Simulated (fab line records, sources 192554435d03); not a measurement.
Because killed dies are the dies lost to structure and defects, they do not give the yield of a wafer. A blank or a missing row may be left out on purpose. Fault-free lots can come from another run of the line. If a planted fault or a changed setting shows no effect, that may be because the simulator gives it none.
Split-lot experiment || flow n5 finfet || route with 1938 steps; 7 lots, 21 wafers read

## THE SPLIT
At N5_SDB_COAT_05 (resist thk 90 nm), the setting spin rpm was moved away from the recipe's 1500 rpm on 6 of the 21 wafers read, by -8.7% to +6.0%. For the rest of the wafers, this setting stayed at what the recipe calls for.

## FROM THE SPLIT TO THE READING: what the file shows between them, 4 steps
- N5_SDB_EBR_07
- N5_SDB_SOFTBAKE_06: time 60 s
- N5_SDB_EXPOSE_08: exposes mask SDB
- N5_SDB_PEB_09: peb time 60 s

## THE READING
CAR-ArF_of_SDB_COAT_05.thk nm (the simulator's own value, which no gauge read), in nm, at N5_SDB_DEVELOP_10 (develop time 30 s). The file does not state a usual value for it. Here, 15 wafers ran the recipe; their average is 88.0 nm with a standard deviation of 0.19 nm.

{"wafer": "L077.1", "tool, chamber at the split": "litho track-03, 0", "spin rpm as run, rpm": 1500, "against the recipe": "recipe", "CAR-ArF_of_SDB_COAT_05.thk nm, nm": 88.4, "against lot-mates on the recipe": "-"}
{"wafer": "L077.4", "tool, chamber at the split": "litho track-03, 0", "spin rpm as run, rpm": 1500, "against the recipe": "recipe", "CAR-ArF_of_SDB_COAT_05.thk nm, nm": 88, "against lot-mates on the recipe": "-"}
{"wafer": "L077.5", "tool, chamber at the split": "litho track-03, 0", "spin rpm as run, rpm": 1500, "against the recipe": "recipe", "CAR-ArF_of_SDB_COAT_05.thk nm, nm": 88, "against lot-mates on the recipe": "-"}
{"wafer": "L081.1", "tool, chamber at the split": "litho track-02, 0", "spin rpm as run, rpm": 1370, "against the recipe": "-8.7%", "CAR-ArF_of_SDB_COAT_05.thk nm, nm": 92.2, "against lot-mates on the recipe": "+4.2"}
{"wafer": "L081.3", "tool, chamber at the split": "litho track-02, 0", "spin rpm as run, rpm": 1500, "against the recipe": "recipe", "CAR-ArF_of_SDB_COAT_05.thk nm, nm": 88, "against lot-mates on the recipe": "-"}
{"wafer": "L081.6", "tool, chamber at the split": "litho track-02, 0", "spin rpm as run, rpm": 1500, "against the recipe": "recipe", "CAR-ArF_of_SDB_COAT_05.thk nm, nm": 88, "against lot-mates on the recipe": "-"}
{"wafer": "L083.1", "tool, chamber at the split": "litho track-03, 0", "spin rpm as run, rpm": 1500, "against the recipe": "recipe", "CAR-ArF_of_SDB_COAT_05.thk nm, nm": 87.8, "against lot-mates on the recipe": "-"}
{"wafer": "L083.2", "tool, chamber at the split": "litho track-03, 0", "spin rpm as run, rpm": 1500, "against the recipe": "recipe", "CAR-ArF_of_SDB_COAT_05.thk nm, nm": 87.8, "against lot-mates on the recipe": "-"}
{"wafer": "L083.4", "tool, chamber at the split": "litho track-03, 0", "spin rpm as run, rpm": 1500, "against the recipe": "recipe", "CAR-ArF_of_SDB_COAT_05.thk nm, nm": 87.8, "against lot-mates on the recipe": "-"}
{"wafer": "L084.1", "tool, chamber at the split": "litho track-02, 0", "spin rpm as run, rpm": 1590, "against the recipe": "+6.0%", "CAR-ArF_of_SDB_COAT_05.thk nm, nm": 85.2, "against lot-mates on the recipe": -2.8}
{"wafer": "L084.4", "tool, chamber at the split": "litho track-02, 0", "spin rpm as run, rpm": 1590, "against the recipe": "+6.0%", "CAR-ArF_of_SDB_COAT_05.thk nm, nm": 85, "against lot-mates on the recipe": -3.0}
{"wafer": "L084.6", "tool, chamber at the split": "litho track-02, 0", "spin rpm as run, rpm": 1500, "against the recipe": "recipe", "CAR-ArF_of_SDB_COAT_05.thk nm, nm": 88, "against lot-mates on the recipe": "-"}
{"wafer": "L089.3", "tool, chamber at the split": "litho track-02, 0", "spin rpm as run, rpm": 1433, "against the recipe": "-4.5%", "CAR-ArF_of_SDB_COAT_05.thk nm, nm": 90.2, "against lot-mates on the recipe": "+2.2"}
{"wafer": "L089.5", "tool, chamber at the split": "litho track-02, 0", "spin rpm as run, rpm": 1433, "against the recipe": "-4.5%", "CAR-ArF_of_SDB_COAT_05.thk nm, nm": 90.2, "against lot-mates on the recipe": "+2.2"}
{"wafer": "L089.4", "tool, chamber at the split": "litho track-02, 0", "spin rpm as run, rpm": 1500, "against the recipe": "recipe", "CAR-ArF_of_SDB_COAT_05.thk nm, nm": 88, "against lot-mates on the recipe": "-"}
{"wafer": "L093.1", "tool, chamber at the split": "litho track-03, 0", "spin rpm as run, rpm": 1500, "against the recipe": "recipe", "CAR-ArF_of_SDB_COAT_05.thk nm, nm": 88.2, "against lot-mates on the recipe": "-"}
{"wafer": "L093.5", "tool, chamber at the split": "litho track-03, 0", "spin rpm as run, rpm": 1500, "against the recipe": "recipe", "CAR-ArF_of_SDB_COAT_05.thk nm, nm": 88.2, "against lot-mates on the recipe": "-"}
{"wafer": "L093.6", "tool, chamber at the split": "litho track-03, 0", "spin rpm as run, rpm": 1500, "against the recipe": "recipe", "CAR-ArF_of_SDB_COAT_05.thk nm, nm": 88, "against lot-mates on the recipe": "-"}
{"wafer": "L095.4", "tool, chamber at the split": "litho track-04, 0", "spin rpm as run, rpm": 1500, "against the recipe": "recipe", "CAR-ArF_of_SDB_COAT_05.thk nm, nm": 88, "against lot-mates on the recipe": "-"}
{"wafer": "L095.5", "tool, chamber at the split": "litho track-04, 0", "spin rpm as run, rpm": 1500, "against the recipe": "recipe", "CAR-ArF_of_SDB_COAT_05.thk nm, nm": 87.6, "against lot-mates on the recipe": "-"}
{"wafer": "L095.6", "tool, chamber at the split": "litho track-04, 0", "spin rpm as run, rpm": 1577, "against the recipe": "+5.1%", "CAR-ArF_of_SDB_COAT_05.thk nm, nm": 85.6, "against lot-mates on the recipe": -2.2}

THE FIT
A straight line over all 21 wafers: CAR-ArF_of_SDB_COAT_05.thk nm changes by -0.484 nm for each +1% of spin rpm; r = -0.99; the points scatter about the line by 0.17 nm.
The same after taking each lot's own level away (the mean of its wafers on the recipe; 21 wafers): -0.479 nm for each +1%; r = -1.00; scatter 0.13 nm.
According to that fit, moving spin rpm by its largest amount changes the reading by 4.1 nm.
Measured against the standard deviation above, the lots' own levels, which go from 87.80 to 88.13 nm, span 1.8 times it.
The two slopes agree, so the slope changes little with the lot-to-lot level.
Check: with one of the wafers moved furthest among these (-8.7%) left out of the fit, the line predicts +4.14 nm for it against its lot-mates. It came out at +4.2 nm against them.

## THE WHOLE CHAIN: every reading that the file lists as answering this split, in the file's order
{"step": "N5_SDB_COAT_05", "what it does": "resist thk 90 nm", "reading": "CAR-ArF_of_SDB_COAT_05.thk nm (the simulator's own value, which no gauge read)", "change (the file's fit)": "-0.475 nm for each +1% of the setting", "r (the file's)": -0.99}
{"step": "N5_SDB_DEVELOP_10", "what it does": "develop time 30 s", "reading": "CAR-ArF_of_SDB_COAT_05.thk nm (the simulator's own value, which no gauge read)", "change (the file's fit)": "-0.476 nm for each +1% of the setting", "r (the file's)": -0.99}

## FILE'S OWN FIT
CAR-ArF_of_SDB_COAT_05.thk nm changes by -0.476 nm for each +1% of spin rpm, r = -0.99.
